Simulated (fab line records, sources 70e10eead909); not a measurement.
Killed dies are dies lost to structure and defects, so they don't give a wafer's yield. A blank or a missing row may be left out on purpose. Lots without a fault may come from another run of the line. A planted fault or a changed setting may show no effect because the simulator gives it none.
Chamber matching | flow nand_harc | NHARC_A_STAIRCASE_TRIM_187 on rie_diel-09: 4 sister chambers
The step chemistry O2, time 211.2 s. 22 wafers are shown with their chamber, then 11 later ones without.

WAFERS WITH THEIR CHAMBER
wafer  | chamber | drypump_motor_current_A (A) | showerhead_plenum_p_Torr (Torr) | oes_product_au (a.u.)
L074.1 | 0       | 4.8                         | 3.52                            | 0.998
L074.2 | 3       | 6.3                         | 3.59                            | 0.991
L074.4 | 2       | 6.2                         | 3.61                            | 1.003
L075.1 | 2       | 6.2                         | 3.60                            | 1.022
L075.4 | 0       | 4.9                         | 3.52                            | 1.007
L075.6 | 2       | 6.2                         | 3.60                            | 1.010
L079.3 | 0       | 4.8                         | 3.52                            | 0.993
L079.4 | 1       | 5.8                         | 3.59                            | 0.994
L079.5 | 1       | 5.8                         | 3.59                            | 0.988
L080.1 | 1       | 5.8                         | 3.59                            | 1.003
L080.2 | 3       | 6.4                         | 3.59                            | 0.996
L080.5 | 0       | 4.8                         | 3.52                            | 0.991
L083.3 | 2       | 6.2                         | 3.60                            | 0.997
L083.4 | 1       | 5.8                         | 3.59                            | 1.002
L083.5 | 1       | 5.8                         | 3.59                            | 0.999
L082.2 | 1       | 5.8                         | 3.59                            | 0.999
L082.3 | 0       | 4.8                         | 3.51                            | 0.998
L082.4 | 1       | 5.8                         | 3.59                            | 0.998
L082.1 | 3       | 6.4                         | 3.58                            | 0.982
L082.5 | 3       | 6.4                         | 3.58                            | 0.995
L082.6 | 0       | 4.8                         | 3.51                            | 0.998
L084.1 | 0       | 4.8                         | 3.51                            | 1.001

SIGNATURES (means of the wafers above)
reading                  | chamber 0 | chamber 1 | chamber 2 | chamber 3 | scatter within a chamber
drypump_motor_current_A  | 4.814     | 5.800     | 6.200     | 6.375     | 0.0299
showerhead_plenum_p_Torr | 3.5157    | 3.5900    | 3.6025    | 3.5850    | 0.00439
oes_product_au           | 0.99800   | 0.99757   | 1.00800   | 0.99100   | 0.00662
Rule: a wafer's distance from a chamber is the root of the sum, over the readings, of the square of ((its reading less the chamber's mean) divided by the reading's scatter). The wafer belongs to the nearest chamber; if the next one is less than 2 further off, it can't be placed. The scatter: the root of (the sum of the squares of (reading less its chamber's mean) over the shown wafers, divided by (wafers less chambers)).

WAFERS WITHOUT THEIR CHAMBER
wafer  | drypump_motor_current_A (A) | showerhead_plenum_p_Torr (Torr) | oes_product_au (a.u.)
L084.4 | 6.3                         | 3.60                            | 1.002
L084.5 | 6.4                         | 3.58                            | 1.008
L087.2 | 4.8                         | 3.51                            | 1.002
L087.5 | 4.8                         | 3.51                            | 1.002
L087.6 | 6.4                         | 3.58                            | 1.000
L089.1 | 4.8                         | 3.50                            | 1.013
L089.4 | 6.2                         | 3.59                            | 1.005
L089.5 | 6.2                         | 3.59                            | 1.001
L091.3 | 6.2                         | 3.59                            | 0.996
L091.4 | 6.4                         | 3.57                            | 1.000
L091.5 | 4.8                         | 3.50                            | 1.009

WHICH CHAMBER EACH WENT THROUGH
wafer  | from the rows above     | in truth
L084.4 | can't be placed: 2 or 3 | 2
L084.5 | 3                       | 3
L087.2 | 0                       | 0
L087.5 | 0                       | 0
L087.6 | 3                       | 3
L089.1 | 0                       | 0
L089.4 | 2                       | 2
L089.5 | 2                       | 2
L091.3 | 2                       | 2
L091.4 | 3                       | 3
L091.5 | 0                       | 0
Placed correctly: 10 of 11. Can't be placed from these rows: 1 (the true chamber is among the candidates in 1). Placed wrongly: 0.
